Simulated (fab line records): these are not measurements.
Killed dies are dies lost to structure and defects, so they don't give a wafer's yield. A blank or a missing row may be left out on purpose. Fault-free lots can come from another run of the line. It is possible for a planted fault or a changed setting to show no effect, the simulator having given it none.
Problem report in the 8D (eight disciplines) form, filled by code / flow n5_finfet / the parts of the form that need people (team, actions taken, sign-off) are left out

== 1. THE ISSUE ==
HMC_CMP_THK at N5_PMOS_HMC_CHANNEL_EPI_THK_MEAS_22 reads a mean of 57.9 nm on 4 wafers of 3 lots; wafers without a fault read 54.3 nm with a standard deviation of 0.57. That is +6.4 standard deviations from the usual mean.
First observed at day 3 19:51: wafer L705.6, on film_metro-02. The record has a number at this step for 33 wafers belonging to 11 lots. Rule for "out" (also "out of limits"): further than 4 standard deviations from the usual mean. The rest of the wafers with a number are treated as sound.

== 2. WHAT IT IS; WHAT IT IS NOT ==
question=which readings at this step | is=HMC_CMP_THK | is not=-
question=which lots | is=L705, L706, L707 | is not=L698, L701, L702, L703, L704, L716, L717, L719
question=which wafers of those lots | is=L705.6, L706.1, L706.6, L707.6 | is not=L705.3, L705.5, L706.5, L707.3, L707.5
question=read on which gauges | is=film_metro-01, film_metro-02 | is not=-
question=when | is=from day 3 19:51 | is not=up to then (17 sound wafers); but 12 sound wafers of L706, L707, L716, L717, L719 came after

== 3. WHAT RULES OUT EACH SUSPECT ==
Counting: any tool at a process step up to the reading remains a suspect provided it ran every lot that is out. Sound lots after the first of them don't rule it out here, since some wafers of a struck lot are sound.
- the gauge at N5_PMOS_HMC_CHANNEL_EPI_THK_MEAS_22 has been ruled out. The wafers that are out were read on 2 gauges (film_metro-01, film_metro-02).
- rie_si-06 at N5_PMOS_HMC_CHANNEL_EPI_ETCH_38 (etches SiO2 in CF4, target depth 1.5 nm): kept. It ran every lot that is out, first L705 (day 3 17:37); its last sound lot up to then is L703 (day 3 05:53).
- rie_si-06 at N5_PMOS_HMC_CHANNEL_EPI_FIN_RECESS_16 (chemistry HBr/Cl2, target Si, target depth 54 nm, time 18 s): kept. It ran every lot that is out, first L705 (day 3 17:38); its last sound lot up to then is L703 (day 3 05:54).
Left after counting: rie_si-06 at N5_PMOS_HMC_CHANNEL_EPI_ETCH_38, rie_si-06 at N5_PMOS_HMC_CHANNEL_EPI_FIN_RECESS_16.

== 4. THE CAUSE (what the simulator had put in) ==
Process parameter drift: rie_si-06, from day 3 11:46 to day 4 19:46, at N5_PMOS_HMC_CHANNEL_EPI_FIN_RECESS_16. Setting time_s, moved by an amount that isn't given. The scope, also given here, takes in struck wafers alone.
This tool is one of the 2 suspects left after counting.

== 5. THE CHAIN OF EFFECTS, in route order ==
One row per reading whose mean, taken over the struck wafers that have a number, lies over 3 standard deviations from the usual. Readings are gone through only where the record gives a usual standard deviation; hours: the median, over the lots, of the time from a lot's start at the first step in this table giving one to that lot's start at this step; sigmas: the change measured in usual standard deviations.
hours=0; step=N5_PMOS_HMC_CHANNEL_EPI_THK_MEAS_22; reading=HMC_CMP_THK; usual=54.3 nm; on struck wafers=57.9; change=+3.6; sigmas=+6.4

== 6. WHAT WOULD HAVE CAUGHT IT SOONER ==
8 hours passed between the start of the fault at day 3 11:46 and the first reading out of limits at a measuring or inspecting step in this record, taken at day 3 19:51.
Of the tool readings at N5_PMOS_HMC_CHANNEL_EPI_FIN_RECESS_16 for which the record gives a usual standard deviation, none was out on any struck wafer, so an alarm limit of 4 standard deviations on them would not have fired.
Lots out: 3; of these, L706, L707 started N5_PMOS_HMC_CHANNEL_EPI_FIN_RECESS_16 on rie_si-06 after day 3 19:51. A hold on the tool at that time would have spared those 2.
